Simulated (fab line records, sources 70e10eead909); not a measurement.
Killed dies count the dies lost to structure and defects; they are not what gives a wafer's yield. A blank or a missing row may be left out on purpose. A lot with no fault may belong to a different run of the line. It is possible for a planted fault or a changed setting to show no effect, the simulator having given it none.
fab line records    flow nandHarc
record: lots: 24  wafers: 72  lastDay: 33
route steps=1302 shown A_STAIRCASE@784
lots that met no fault: taken from a fault-free run of the same line
startH: hours from the record's first day to the start of the lot's first wafer shown    waitH: how many hours have passed since the lot's step before this one    " identical to the entry in the row above    L1.1+2: one row covering several wafers at once    - no value present, or no start provided    * or withheld: withheld    < > ~ a bound
route shown NAME@n: names a module that has steps shown in the file, with the first one's number in the route    usual: average and standard deviation across the fault-free wafers    same: alike in all rows    chamber/n: place in a boat    sites: readings site by site    _std_site: the standard deviation of these    _edge_site: outer sites' mean less inner sites'    radiusMm: how far each site lies from the wafer's centre    mask NAME#n: copy n    behind: the last tool/chamber to shape the wafer    hold: reason for holding the lot/hours on hold/outcome of the hold    device: the n, p or np transistor that did not switch    end of line: the tests these same wafers got at the end of their route    where a step has no rows: the recipe by itself    killed: dies lost to structure and defects at the first sort, not the wafer's yield    map: per-die view of a wafer (x killed, . not killed, _ where there is no die)
set.NAME: setting as actually run; set.NAME@STEP: the setting as run at that earlier step    model.NAME: the simulator's own value behind a step, which no gauge read
steps of the route over a sample of lots; a table a step, a row a wafer
services: the hour from which a tool's chamber was out of use, counted from the record's first day as startH (under 0 if before that day), plus the number of hours and why
== steps ==
step: NHARC_A_STAIRCASE_DESCUM_270
recipe: timeS: 3  o2FlowSccm: 200  arFlowSccm: 0  biasPowerW: 0  chemistry: O2
usual: drypumpMotorCurrentA: 5.6/0.43  oesProductAu: 0.999/0.01  rfVppV: 57.9/0.85  showerheadPlenumPTorr: 1.96/0.079  throttleValvePct: 11.313/0.0091
lot.wafer  tool        chamber  startH  waitH  drypumpMotorCurrentA  oesProductAu  rfHoursCounterH  rfVppV  showerheadPlenumPTorr  throttleValvePct
L074.3     rieDiel-02  3        365.37  -      5.1                   0.983         47               59.2    1.91                   11.305
L074.2     "           2        "       "      5.3                   0.996         50               57.6    1.88                   11.296
L074.6     "           0        "       "      6.4                   0.992         -                57.9    2.00                   11.313
L075.3     rieDiel-13  1        376.58  -      6.1                   1.011         13               57.9    2.07                   11.310
L075.4     "           3        "       "      5.2                   1.017         10               57.7    1.95                   11.302
L075.6     "           1        "       "      6.1                   1.015         -                58.4    2.07                   11.315
L077.1     rieDiel-02  1        391.78  -      5.7                   1.001         58               57.3    1.76                   11.323
L077.4     "           2        "       "      5.3                   1.014         59               58.0    1.88                   11.303
L077.5     "           0        "       "      6.4                   1.013         -                59.1    1.99                   11.307
L076.1     rieDiel-13  3        393.64  -      5.2                   1.006         14               58.0    1.95                   11.318
L076.6     "           2        "       "      6.1                   1.012         -                59.0    1.90                   11.320
L076.5     "           3        "       "      5.2                   1.005         -                58.1    1.95                   11.311
L079.4     rieDiel-04  3        425.78  -      5.5                   0.994         17               58.1    2.05                   11.318
L079.1     "           0        "       "      5.3                   1.000         16               59.0    1.99                   11.307
L079.6     "           3        "       "      5.6                   0.991         -                59.5    2.05                   11.316
L078.1     rieDiel-04  3        425.82  -      5.6                   0.992         17               58.6    2.05                   11.321
L078.3     "           0        "       "      5.3                   1.001         16               57.9    1.99                   11.300
L078.5     "           3        "       "      5.6                   1.000         -                58.7    2.05                   11.310
L080.2     rieDiel-13  0        446.52  -      5.5                   0.992         34               58.7    1.97                   11.292
L080.1     "           1        "       "      6.1                   0.997         35               58.8    2.06                   11.318
L080.5     "           1        "       "      6.1                   0.996         -                58.2    2.06                   11.329
L082.3     rieDiel-02  2        450.29  -      5.3                   0.980         18               57.6    1.88                   11.300
L082.1     "           1        "       "      5.7                   0.987         18               56.9    2.07                   11.301
L082.6     "           2        "       "      5.3                   0.989         -                57.6    1.88                   11.312
L081.4     rieDiel-13  0        461.70  -      5.5                   1.012         39               58.9    1.96                   11.321
L081.1     "           1        "       "      6.0                   0.999         42               56.9    2.06                   11.317
L081.6     "           0        "       "      5.5                   1.012         -                57.2    1.96                   11.315
L083.3     rieDiel-13  1        466.17  -      6.1                   0.998         44               56.7    2.06                   11.317
L083.4     "           2        "       "      6.0                   0.999         40               59.3    1.89                   11.313
L083.2     "           0        "       "      5.5                   1.001         41               59.3    1.96                   11.319
L085.4     rieDiel-02  1        476.29  -      5.7                   0.993         23               57.2    2.07                   11.331
L085.3     "           0        "       "      6.4                   1.003         25               57.8    1.98                   11.318
L085.5     "           1        "       "      5.7                   0.998         -                58.1    2.07                   11.321
L084.1     rieDiel-13  2        477.17  -      6.1                   0.994         45               57.0    1.89                   11.331
L084.2     "           1        "       "      6.0                   1.002         49               58.8    2.06                   11.320
L084.6     "           2        "       "      6.0                   0.994         -                58.4    1.89                   11.302
L087.1     rieDiel-02  1        485.00  -      5.7                   0.983         28               58.5    2.07                   11.312
L087.6     "           1        "       "      5.7                   0.983         -                58.6    2.07                   11.307
L087.5     "           3        "       "      5.1                   0.986         -                57.6    1.89                   11.313
L086.4     rieDiel-13  3        485.26  -      5.2                   0.997         44               57.4    1.93                   11.305
L086.5     "           1        "       "      6.1                   0.994         -                57.1    2.06                   11.319
L086.6     "           2        "       "      6.0                   0.991         -                57.2    1.89                   11.313
L089.2     rieDiel-04  1        508.05  -      6.0                   1.017         33               57.3    1.76                   11.311
L089.6     "           3        "       "      5.5                   1.003         -                57.8    2.04                   11.343
L089.5     "           0        "       "      5.3                   0.979         -                58.7    1.98                   11.315
L088.1     rieDiel-04  1        509.74  -      6.0                   1.016         33               56.4    1.76                   11.307
L088.4     "           0        "       "      5.3                   0.993         44               56.6    1.98                   11.321
L088.6     "           2        "       "      4.8                   0.986         -                56.2    1.94                   11.306
L090.1     rieDiel-02  1        536.81  -      5.7                   0.992         56               57.1    2.06                   11.316
L090.4     "           1        "       "      5.7                   0.989         -                58.9    2.06                   11.305
L090.5     "           2        "       "      5.3                   0.997         -                57.3    1.86                   11.316
L091.3     rieDiel-13  3        537.30  -      5.2                   1.007         4                56.6    1.93                   11.319
L091.4     "           0        "       "      5.5                   1.007         6                59.5    1.96                   11.311
L091.1     "           1        "       "      6.1                   1.000         6                58.7    2.05                   11.312
L092.2     rieDiel-04  3        558.89  -      5.5                   0.999         8                58.3    2.04                   11.300
L092.3     "           1        "       "      6.0                   1.016         8                57.3    2.07                   11.313
L092.4     "           2        "       "      4.8                   1.006         4                57.8    1.93                   11.306
L093.2     rieDiel-13  2        560.89  -      6.1                   1.008         15               57.1    1.88                   11.309
L093.4     "           3        "       "      5.2                   1.023         15               58.6    1.93                   11.310
L093.6     "           1        "       "      6.1                   1.012         -                59.5    2.05                   11.313
L094.4     rieDiel-13  3        564.48  -      5.3                   1.013         16               57.5    1.93                   11.318
L094.1     "           1        "       "      6.1                   1.008         10               58.3    2.05                   11.331
L094.6     "           2        "       "      6.0                   1.021         -                59.4    1.88                   11.309
L095.2     rieDiel-13  2        591.56  -      6.0                   0.993         25               58.5    1.88                   11.321
L095.6     "           1        "       "      6.1                   0.992         -                58.0    2.05                   11.311
L095.5     "           2        "       "      6.1                   0.998         -                57.1    1.88                   11.306
L097.1     rieDiel-02  2        592.05  -      5.3                   0.993         3                57.8    1.86                   11.308
L097.3     "           0        "       "      6.4                   1.004         3                57.2    1.97                   11.316
L097.2     "           1        "       "      5.7                   0.988         3                59.4    2.05                   11.308
L096.1     rieDiel-04  0        594.36  -      5.3                   0.979         21               58.1    1.97                   11.314
L096.3     "           2        "       "      4.8                   0.995         19               57.0    1.93                   11.305
L096.6     "           1        "       "      6.0                   1.007         -                58.6    2.07                   11.297
step: NHARC_A_STAIRCASE_ETCH_451
recipe: targetDepthA: 300  overetchA: 30  timeS: 16.5  ionEnergyEv: 100  cf4FlowSccm: 80  o2FlowSccm: 20  arFlowSccm: 0  rfW: 300  biasW: 100  chemistry: CF4/O2
usual: drypumpMotorCurrentA: 5.6/0.43  oes_o_777_au: 1.000/0.0045  oesProductAu: 1.000/0.011  rfVppV: 198.3/1.4  showerheadPlenumPTorr: 1.36/0.055  throttleValvePct: 13.399/0.0089
lot.wafer  tool        chamber  startH  waitH  drypumpMotorCurrentA  oes_o_777_au  oesProductAu  rfHoursCounterH  rfVppV  showerheadPlenumPTorr  throttleValvePct
L074.3     rieDiel-02  2        -       -      5.3                   0.998         1.022         50               197.9   1.32                   13.397
L074.2     "           0        "       "      6.4                   0.993         1.010         42               198.6   1.39                   13.408
L074.6     "           2        "       "      5.3                   0.994         1.017         -                197.2   1.32                   13.397
L075.3     rieDiel-13  2        -       -      6.0                   1.000         0.999         10               197.9   1.33                   13.405
L075.4     "           3        "       "      5.2                   1.004         1.007         10               196.5   1.36                   13.392
L075.6     "           2        "       "      6.0                   1.006         1.007         -                197.3   1.33                   13.397
L077.1     rieDiel-02  3        -       -      5.1                   0.996         0.993         58               198.5   1.33                   13.402
L077.4     "           0        "       "      6.4                   1.002         1.002         51               199.5   1.39                   13.387
L077.5     "           2        "       "      5.3                   0.997         1.001         -                197.5   1.31                   13.401
L076.1     rieDiel-13  0        -       -      5.5                   0.999         0.998         16               198.8   1.37                   13.419
L076.6     "           3        "       "      5.3                   1.005         1.013         -                199.1   1.36                   13.394
L076.5     "           0        "       "      5.5                   1.005         1.005         -                197.7   1.37                   13.393
L079.1     rieDiel-04  2        -       -      4.8                   0.994         1.013         16               198.4   1.36                   13.386
L079.4     "           0        "       "      5.3                   0.994         0.999         16               199.7   1.39                   13.392
L079.6     "           1        "       "      6.0                   1.005         1.019         -                196.0   1.24                   13.385
L078.3     rieDiel-04  0        -       -      5.3                   1.006         0.988         17               199.8   1.39                   13.396
L078.1     "           1        "       "      6.0                   0.994         1.015         9                195.6   1.24                   13.403
L078.5     "           1        "       "      6.0                   0.998         1.015         -                195.8   1.24                   13.411
L080.2     rieDiel-13  2        -       -      6.0                   1.003         1.004         32               196.2   1.32                   13.399
L080.1     "           3        "       "      5.2                   0.996         1.004         30               198.4   1.35                   13.399
L080.5     "           2        "       "      6.0                   1.008         1.010         -                196.9   1.32                   13.393
L082.3     rieDiel-02  3        -       -      5.1                   0.991         0.989         16               197.9   1.32                   13.404
L082.1     "           0        "       "      6.4                   1.005         0.979         16               199.4   1.39                   13.398
L082.6     "           2        "       "      5.3                   0.999         0.979         -                195.2   1.31                   13.398
L081.4     rieDiel-13  1        -       -      6.1                   1.006         1.013         43               197.8   1.44                   13.390
L081.1     "           3        "       "      5.2                   1.002         0.994         35               199.2   1.35                   13.406
L081.6     "           1        "       "      6.0                   0.994         1.001         -                198.4   1.44                   13.387
L083.2     rieDiel-13  2        -       -      6.1                   0.998         1.007         40               196.6   1.32                   13.399
L083.3     "           0        "       "      5.5                   1.006         1.006         42               198.6   1.37                   13.385
L083.4     "           1        "       "      6.1                   0.996         0.997         44               198.2   1.44                   13.400
L085.4     rieDiel-02  0        -       -      6.4                   0.995         1.008         25               198.6   1.38                   13.391
L085.3     "           1        "       "      5.7                   0.996         0.988         23               200.9   1.44                   13.399
L085.5     "           0        "       "      6.4                   1.005         1.004         -                201.4   1.38                   13.399
L084.2     rieDiel-13  3        -       -      5.2                   1.000         1.008         42               196.6   1.35                   13.397
L084.1     "           0        "       "      5.5                   0.997         1.007         46               198.9   1.37                   13.398
L084.6     "           2        "       "      6.1                   1.003         1.004         -                197.0   1.32                   13.395
L087.1     rieDiel-02  3        -       -      5.1                   0.999         0.991         29               197.9   1.32                   13.403
L087.6     "           0        "       "      6.4                   0.999         1.005         -                198.6   1.38                   13.411
L087.5     "           3        "       "      5.1                   1.005         0.996         -                199.0   1.32                   13.398
L086.4     rieDiel-13  0        -       -      5.5                   1.000         1.002         48               197.3   1.37                   13.404
L086.6     "           3        "       "      5.2                   0.999         1.003         -                200.9   1.35                   13.386
L086.5     "           0        "       "      5.5                   0.999         1.000         -                199.8   1.37                   13.398
L089.2     rieDiel-04  3        -       -      5.5                   1.000         1.001         42               199.4   1.42                   13.396
L089.6     "           2        "       "      4.8                   0.992         1.004         -                198.2   1.35                   13.381
L089.5     "           3        "       "      5.5                   1.001         0.998         -                200.3   1.42                   13.398
L088.4     rieDiel-04  1        -       -      6.0                   0.997         1.025         34               196.3   1.23                   13.388
L088.1     "           0        "       "      5.3                   0.998         0.985         44               199.8   1.38                   13.399
L088.6     "           1        "       "      6.0                   1.004         1.017         -                195.7   1.23                   13.406
L091.4     rieDiel-13  0        -       -      5.5                   0.999         1.003         6                198.5   1.36                   13.408
L091.3     "           1        "       "      6.1                   1.000         0.992         6                198.2   1.43                   13.391
L091.1     "           3        "       "      5.2                   1.005         1.013         4                197.3   1.35                   13.404
L090.1     rieDiel-02  1        538.11  0.4    5.7                   1.000         0.981         57               200.8   1.43                   13.399
L090.4     "           2        "       "      5.3                   0.997         0.990         -                196.7   1.30                   13.399
L090.5     "           0        "       "      6.4                   1.005         0.978         -                198.2   1.38                   13.393
L092.4     rieDiel-04  0        -       -      5.3                   0.999         0.986         8                200.2   1.38                   13.405
L092.3     "           2        "       "      4.8                   0.997         1.004         4                197.2   1.35                   13.389
L092.2     "           3        "       "      5.5                   0.995         0.997         8                198.7   1.42                   13.418
L093.4     rieDiel-13  0        -       -      5.5                   1.000         1.003         9                199.3   1.36                   13.406
L093.2     "           1        "       "      6.1                   0.995         1.002         9                199.0   1.43                   13.407
L093.6     "           0        "       "      5.5                   0.996         1.000         -                198.3   1.36                   13.387
L094.4     rieDiel-13  0        -       -      5.5                   0.995         1.013         11               197.5   1.36                   13.395
L094.1     "           1        "       "      6.1                   1.002         1.013         10               200.5   1.43                   13.402
L094.6     "           3        "       "      5.2                   0.995         1.014         -                197.7   1.34                   13.396
L095.2     rieDiel-13  0        -       -      5.5                   0.986         1.007         20               197.7   1.36                   13.403
L095.5     "           3        "       "      5.2                   1.000         1.010         -                196.6   1.34                   13.393
L095.6     "           0        "       "      5.5                   0.997         1.003         -                198.9   1.36                   13.385
L097.1     rieDiel-02  0        -       -      6.4                   1.006         1.013         3                198.7   1.37                   13.416
L097.2     "           1        "       "      5.7                   1.006         0.993         3                198.3   1.43                   13.395
L097.3     "           2        "       "      5.3                   1.003         0.981         3                197.3   1.30                   13.396
L096.3     rieDiel-04  0        -       -      5.3                   1.003         0.974         21               198.2   1.37                   13.412
L096.1     "           3        "       "      5.6                   0.991         1.004         23               199.6   1.42                   13.397
L096.6     "           0        "       "      5.3                   0.999         0.976         -                198.8   1.37                   13.406
step: NHARC_A_STAIRCASE_ETCH_273
recipe: targetDepthA: 1.02e+05  timeS: 2468.6  ionEnergyEv: 800  c4f8FlowSccm: 80  o2FlowSccm: 60  arFlowSccm: withheld  rfW: 600  biasW: 3000  chemistry: C4F8/O2/Ar
usual: oesProductAu: 0.933/0.013  rfVppV: 1832/10
lot.wafer  tool        chamber  startH  waitH  oesProductAu  rfHoursCounterH  rfVppV
L074.3     rieDiel-02  2        -       -      0.942         50               1825
L074.2     "           3        "       "      0.921         47               1826
L074.6     "           2        "       "      0.944         -                1823
L075.3     rieDiel-13  2        -       -      0.939         11               1826
L075.4     "           0        "       "      0.936         13               1832
L075.6     "           3        "       "      0.933         -                1831
L077.1     rieDiel-02  0        -       -      0.951         51               1837
L077.4     "           3        "       "      0.923         58               1828
L077.5     "           0        "       "      0.953         -                1835
L076.1     rieDiel-13  3        -       -      0.942         14               1831
L076.5     "           1        "       "      0.966         -                1845
L076.6     "           2        "       "      0.946         -                1825
L079.4     rieDiel-04  3        -       -      0.930         18               1844
L079.1     "           1        "       "      0.957         9                1808
L079.6     "           0        "       "      0.923         -                1835
L078.1     rieDiel-04  0        -       -      0.926         18               1839
L078.3     "           2        "       "      0.933         17               1831
L078.5     "           3        "       "      0.935         -                1845
L080.1     rieDiel-13  1        -       -      0.942         35               1846
L080.2     "           3        "       "      0.948         31               1829
L080.5     "           1        "       "      0.944         -                1845
L082.3     rieDiel-02  1        -       -      0.906         19               1847
L082.1     "           3        "       "      0.911         17               1825
L082.6     "           2        "       "      0.916         -                1823
L081.4     rieDiel-13  1        -       -      0.927         43               1846
L081.1     "           2        "       "      0.935         39               1824
L081.6     "           0        "       "      0.930         -                1833
L083.2     rieDiel-13  2        -       -      0.939         41               1825
L083.4     "           3        "       "      0.930         38               1830
L083.3     "           0        "       "      0.937         42               1835
L085.4     rieDiel-02  0        -       -      0.926         25               1835
L085.3     "           1        "       "      0.913         23               1848
L085.5     "           2        "       "      0.920         -                1822
L084.2     rieDiel-13  3        -       -      0.931         42               1830
L084.1     "           2        "       "      0.932         45               1824
L084.6     "           0        "       "      0.938         -                1834
L087.1     rieDiel-02  0        -       -      0.927         31               1835
L087.5     "           1        "       "      0.919         -                1848
L087.6     "           3        "       "      0.918         -                1824
L086.4     rieDiel-13  3        -       -      0.930         45               1829
L086.6     "           2        "       "      0.919         -                1824
L086.5     "           3        "       "      0.925         -                1831
L089.2     rieDiel-04  1        -       -      0.957         33               1807
L089.6     "           3        "       "      0.936         -                1844
L089.5     "           0        "       "      0.931         -                1836
L088.1     rieDiel-04  0        -       -      0.923         44               1835
L088.4     "           1        "       "      0.951         34               1806
L088.6     "           3        "       "      0.936         -                1843
L091.3     rieDiel-13  1        -       -      0.932         7                1844
L091.4     "           3        "       "      0.942         5                1828
L091.1     "           0        "       "      0.938         7                1833
L090.1     rieDiel-02  1        -       -      0.900         57               1845
L090.4     "           2        "       "      0.921         -                1820
L090.5     "           1        "       "      0.906         -                1845
L092.2     rieDiel-04  2        -       -      0.965         5                1830
L092.4     "           3        "       "      0.931         9                1843
L092.3     "           1        "       "      0.959         8                1847
L093.2     rieDiel-13  0        -       -      0.939         10               1833
L093.4     "           1        "       "      0.940         10               1843
L093.6     "           3        "       "      0.953         -                1828
L094.1     rieDiel-13  3        -       -      0.941         17               1828
L094.4     "           1        "       "      0.945         10               1845
L094.6     "           3        "       "      0.948         -                1830
L095.2     rieDiel-13  2        -       -      0.922         25               1823
L095.5     "           1        "       "      0.942         -                1843
L095.6     "           2        "       "      0.923         -                1823
L097.3     rieDiel-02  0        -       -      0.948         3                1833
L097.2     "           1        "       "      0.943         3                1844
L097.1     "           2        "       "      0.922         3                1821
L096.1     rieDiel-04  1        -       -      0.923         22               1847
L096.3     "           3        "       "      0.935         23               1841
L096.6     "           2        "       "      0.932         -                1828
step: NHARC_A_STAIRCASE_HM_DEP_462
recipe: targetThkA: 8000  tempC: 400  material: aC
usual: susceptorTempC: 399.97/0.24  throttleValvePct: 34.999/0.0088
lot.wafer  tool       chamber  startH  waitH  susceptorTempC  throttleValvePct
L074.2     aclDep-03  0        380.17  4.1    -               35.003
L074.3     "          0        "       "      -               34.995
L074.6     "          0        "       "      -               35.011
L075.3     aclDep-02  0        390.62  1.5    399.28          35.005
L075.4     "          0        "       "      399.60          34.993
L075.6     "          0        "       "      399.36          35.000
L077.1     aclDep-03  0        401.80  1.1    400.35          35.010
L077.4     "          0        "       "      400.33          34.997
L077.5     "          0        "       "      400.03          35.009
L076.1     aclDep-02  0        403.57  0.6    399.74          34.998
L076.5     "          0        404.82  1.9    399.90          34.995
L076.6     "          0        "       "      400.01          35.009
L079.1     aclDep-02  0        437.73  0.1    -               35.000
L079.4     "          0        "       "      -               35.001
L079.6     "          0        "       "      -               34.995
L078.1     aclDep-01  0        441.95  2.6    400.01          34.988
L078.3     "          0        "       "      399.71          34.982
L078.5     "          0        "       "      399.76          34.978
L080.1     aclDep-02  0        455.34  0.1    -               35.006
L080.2     "          0        "       "      -               34.983
L080.5     "          0        "       "      -               35.000
L082.1     aclDep-02  0        459.57  0.1    400.19          34.977
L082.3     "          0        "       "      400.31          35.002
L082.6     "          0        "       "      399.82          34.998
L081.1     aclDep-03  0        470.27  0.1    400.28          34.992
L081.4     "          0        "       "      399.65          34.975
L081.6     "          0        "       "      399.64          35.015
L083.2     aclDep-03  0        474.68  0.4    -               35.014
L083.3     "          0        "       "      -               35.002
L083.4     "          0        "       "      -               35.000
L085.3     aclDep-01  0        485.88  0.7    400.40          34.995
L085.4     "          0        "       "      400.02          35.009
L085.5     "          0        "       "      400.20          35.000
L084.1     aclDep-02  0        490.10  3.1    -               35.005
L084.2     "          0        "       "      -               35.011
L084.6     "          0        491.60  4.6    -               34.981
L086.4     aclDep-03  0        500.09  3.2    400.17          34.986
L086.5     "          0        "       "      400.02          34.997
L086.6     "          0        "       "      400.25          34.991
L087.1     aclDep-02  0        503.23  4.4    399.64          34.994
L087.5     "          0        504.46  5.6    399.98          34.988
L087.6     "          0        "       "      399.96          34.999
L089.2     aclDep-03  0        519.73  1.5    399.77          35.007
L089.5     "          0        "       "      399.91          34.990
L089.6     "          0        "       "      400.10          34.996
L088.1     aclDep-01  0        520.82  0.1    400.06          35.005
L088.4     "          0        "       "      400.26          35.000
L088.6     "          0        "       "      400.24          34.998
L090.1     aclDep-03  0        547.98  0.1    400.06          34.988
L090.4     "          0        "       "      400.05          35.004
L090.5     "          0        "       "      399.99          34.997
L091.1     aclDep-03  0        549.84  0.9    399.78          35.010
L091.3     "          0        "       "      399.91          35.007
L091.4     "          0        "       "      399.87          34.989
L092.2     aclDep-01  0        573.52  1.7    399.63          35.012
L092.3     "          0        "       "      400.00          35.005
L092.4     "          0        "       "      399.84          35.003
L093.2     aclDep-02  0        573.58  1.0    399.52          35.007
L093.4     "          0        "       "      399.90          35.000
L093.6     "          0        "       "      399.94          34.996
L094.1     aclDep-01  0        575.06  0.5    400.34          35.007
L094.4     "          0        "       "      400.01          35.005
L094.6     "          0        "       "      399.90          34.993
L095.2     aclDep-02  0        602.38  1.1    400.12          35.011
L095.5     "          0        "       "      400.23          34.982
L095.6     "          0        "       "      400.26          34.997
L097.1     aclDep-02  0        603.91  1.4    399.87          34.997
L097.2     "          0        "       "      399.97          35.007
L097.3     "          0        "       "      400.03          34.994
L096.1     aclDep-01  0        604.62  1.5    399.90          35.003
L096.3     "          0        "       "      399.86          34.992
L096.6     "          0        "       "      399.81          35.001
step: NHARC_A_STAIRCASE_ETCH_315
recipe: targetDepthA: 25000  timeS: 607.1  ionEnergyEv: 800  c4f8FlowSccm: 80  o2FlowSccm: 60  arFlowSccm: withheld  rfW: 600  biasW: 3000  chemistry: C4F8/O2/Ar
usual: oesProductAu: 0.933/0.012  rfVppV: 1832/12
lot.wafer  tool        chamber  startH  waitH  oesProductAu  rfHoursCounterH  rfVppV
L074.2     rieDiel-02  3        -       -      0.911         55               1826
L074.3     "           1        "       "      0.936         56               1808
L074.6     "           1        "       "      0.937         -                1808
L075.4     rieDiel-04  1        -       -      0.955         4                1808
L075.3     "           2        "       "      0.951         8                1832
L075.6     "           1        "       "      0.955         -                1809
L077.1     rieDiel-04  2        -       -      0.925         10               1830
L077.4     "           0        "       "      0.926         8                1837
L077.5     "           2        "       "      0.924         -                1831
L076.1     rieDiel-13  0        -       -      0.924         19               1834
L076.5     "           2        "       "      0.942         -                1823
L076.6     "           3        "       "      0.936         -                1832
L079.1     rieDiel-13  1        -       -      0.926         34               1846
L079.4     "           3        "       "      0.921         29               1830
L079.6     "           0        "       "      0.914         -                1834
L078.3     rieDiel-04  0        -       -      0.924         25               1837
L078.1     "           1        "       "      0.937         16               1807
L078.5     "           2        "       "      0.928         -                1830
L080.1     rieDiel-13  1        -       -      0.933         42               1845
L080.2     "           2        "       "      0.926         38               1824
L080.5     "           1        "       "      0.920         -                1846
L082.3     rieDiel-04  3        -       -      0.938         32               1843
L082.1     "           1        "       "      0.950         21               1807
L082.6     "           3        "       "      0.940         -                1844
L081.1     rieDiel-04  1        -       -      0.943         24               1806
L081.4     "           3        "       "      0.940         35               1844
L081.6     "           0        "       "      0.931         -                1835
L083.2     rieDiel-04  3        -       -      0.936         36               1843
L083.3     "           0        "       "      0.925         37               1836
L083.4     "           1        "       "      0.952         25               1807
L085.4     rieDiel-04  2        -       -      0.929         35               1828
L085.3     "           0        "       "      0.919         39               1836
L085.5     "           2        "       "      0.932         -                1829
L084.1     rieDiel-04  1        -       -      0.971         31               1806
L084.2     "           3        "       "      0.923         39               1843
L084.6     "           2        "       "      0.932         -                1829
L086.4     rieDiel-04  2        -       -      0.928         38               1830
L086.6     "           2        "       "      0.932         -                1830
L086.5     "           3        "       "      0.930         -                1843
L087.1     rieDiel-02  1        -       -      0.915         36               1844
L087.5     "           1        "       "      0.917         -                1845
L087.6     "           2        "       "      0.916         -                1821
L089.2     rieDiel-04  1        -       -      0.962         41               1807
L089.5     "           3        "       "      0.933         -                1843
L089.6     "           0        "       "      0.915         -                1835
L088.1     rieDiel-04  1        -       -      0.939         41               1805
L088.4     "           3        "       "      0.933         49               1844
L088.6     "           2        "       "      0.914         -                1830
L090.1     rieDiel-04  3        -       -      0.942         7                1843
L090.4     "           0        "       "      0.922         7                1833
L090.5     "           2        "       "      0.926         -                1830
L091.3     rieDiel-04  1        -       -      0.961         7                1848
L091.4     "           2        "       "      0.954         4                1829
L091.1     "           0        "       "      0.939         7                1835
L092.3     rieDiel-13  2        -       -      0.927         20               1824
L092.2     "           3        "       "      0.944         22               1828
L092.4     "           0        "       "      0.934         16               1832
L093.4     rieDiel-04  0        -       -      0.926         14               1833
L093.2     "           2        "       "      0.931         10               1830
L093.6     "           1        "       "      0.943         -                1846
L094.1     rieDiel-04  1        -       -      0.938         14               1846
L094.4     "           3        "       "      0.916         16               1842
L094.6     "           1        "       "      0.931         -                1847
L095.2     rieDiel-13  1        -       -      0.920         24               1845
L095.5     "           3        "       "      0.940         -                1829
L095.6     "           0        "       "      0.941         -                1832
L097.1     rieDiel-04  0        -       -      0.912         25               1834
L097.2     "           1        "       "      0.943         26               1848
L097.3     "           3        "       "      0.923         27               1842
L096.1     rieDiel-02  0        -       -      0.938         10               1834
L096.3     "           3        "       "      0.916         9                1824
L096.6     "           0        "       "      0.922         -                1834
step: NHARC_A_STAIRCASE_DEP_325
recipe: targetThkA: 72000  tempC: 400  targetThkNm: 7200  teosFlowSccm: 200  rfW: 500  material: SiO2
usual: heaterPowerW: 660/98  susceptorTempC: 400.01/0.22
lot.wafer  tool      chamber  startH  waitH  heaterPowerW  susceptorTempC
L074.2     pecvd-02  2        421.90  0.2    671           400.16
L074.3     "         0        "       "      563           399.75
L074.6     "         2        "       "      543           400.04
L075.3     pecvd-03  0        428.72  0.1    580           400.30
L075.6     "         1        "       "      753           399.99
L075.4     "         2        "       "      677           400.29
L077.1     pecvd-03  2        441.45  0.1    745           400.04
L077.5     "         0        "       "      471           399.96
L077.4     "         1        "       "      754           399.96
L076.1     pecvd-01  1        441.66  0.3    703           400.04
L076.5     "         2        "       "      635           400.14
L076.6     "         1        "       "      622           400.09
L079.1     pecvd-01  1        471.51  0.1    688           399.98
L079.4     "         1        "       "      628           399.55
L079.6     "         2        "       "      626           400.28
L078.1     pecvd-01  0        476.67  0.1    696           400.01
L078.3     "         2        "       "      793           399.82
L078.5     "         2        "       "      628           399.97
L080.2     pecvd-02  2        490.72  0.2    563           399.86
L080.1     "         0        "       "      599           399.96
L080.5     "         2        "       "      542           400.00
L082.1     pecvd-02  2        501.80  0.2    615           400.06
L082.3     "         0        "       "      655           400.07
L082.6     "         2        "       "      561           399.96
L083.3     pecvd-02  0        513.17  0.4    620           400.14
L083.2     "         1        "       "      798           400.07
L083.4     "         0        "       "      533           400.13
L081.1     pecvd-01  2        513.37  0.6    761           400.55
L081.6     "         0        "       "      578           400.04
L081.4     "         1        "       "      655           400.01
L085.3     pecvd-03  0        522.34  0.2    538           399.97
L085.5     "         0        "       "      471           399.98
L085.4     "         1        "       "      747           399.59
L084.1     pecvd-01  2        522.40  0.2    624           399.78
L084.2     "         1        "       "      757           399.59
L084.6     "         1        "       "      666           400.01
L086.4     pecvd-03  1        533.33  0.3    747           399.86
L086.6     "         2        "       "      702           400.05
L086.5     "         0        "       "      453           399.56
L087.1     pecvd-02  2        539.60  0.2    663           399.89
L087.5     "         1        "       "      692           399.71
L087.6     "         2        "       "      540           399.99
L089.2     pecvd-01  2        558.83  0.1    777           400.35
L089.5     "         0        "       "      586           399.90
L089.6     "         1        "       "      666           399.84
L088.1     pecvd-02  1        558.93  0.2    836           399.63
L088.4     "         0        "       "      525           400.33
L088.6     "         2        "       "      553           399.69
L090.1     pecvd-02  1        581.57  0.3    823           400.10
L090.5     "         2        "       "      553           400.05
L090.4     "         0        "       "      531           400.20
L091.3     pecvd-03  0        585.68  0.1    636           399.97
L091.1     "         1        "       "      775           400.56
L091.4     "         2        "       "      663           399.94
L092.3     pecvd-02  2        607.84  0.2    607           399.86
L092.2     "         0        "       "      668           399.93
L092.4     "         1        "       "      689           400.26
L093.2     pecvd-01  1        607.85  0.2    732           400.05
L093.6     "         0        "       "      580           400.23
L093.4     "         2        "       "      612           400.22
L094.1     pecvd-03  2        608.16  0.5    801           399.90
L094.4     "         0        "       "      549           399.49
L094.6     "         2        "       "      670           399.79
L095.2     pecvd-03  2        636.22  0.1    675           399.88
L095.6     "         2        "       "      652           400.00
L095.5     "         0        "       "      576           400.15
L096.1     pecvd-02  1        636.22  0.1    813           400.01
L096.3     "         2        "       "      553           400.07
L096.6     "         0        "       "      557           399.95
L097.2     pecvd-01  0        636.44  0.3    714           399.91
L097.3     "         1        "       "      781           400.19
L097.1     "         2        "       "      661           400.03
== services ==
tool        chamber  startH  hours  kind
rieDiel-13  -        342.21  9.0    pm
rieDiel-04  -        355.05  9.0    pm
pecvd-01    0        362.69  26.1   repair
rieDiel-04  1        373.40  9.3    repair
rieDiel-02  2        377.30  7.1    repair
rieDiel-02  -        394.62  9.0    pm
pecvd-02    -        408.80  13.0   pm
pecvd-01    0        413.48  5.1    repair
aclDep-02   -        424.58  13.0   pm
rieDiel-02  1        456.38  13.6   repair
rieDiel-02  2        484.70  7.0    repair
rieDiel-13  3        494.61  6.4    repair
rieDiel-02  -        500.91  1.5    repair
rieDiel-02  3        511.44  34.3   repair
rieDiel-13  -        519.67  9.0    pm
rieDiel-04  2        526.64  16.0   repair
rieDiel-04  -        532.05  9.0    pm
rieDiel-13  1        543.97  16.4   repair
rieDiel-13  0        554.60  2.5    repair
rieDiel-02  -        571.62  9.0    pm
pecvd-02    -        589.80  13.0   pm
aclDep-02   -        605.76  13.0   pm
rieDiel-02  2        608.45  27.5   repair
rieDiel-02  0        634.95  11.6   repair
== key ==
fault none
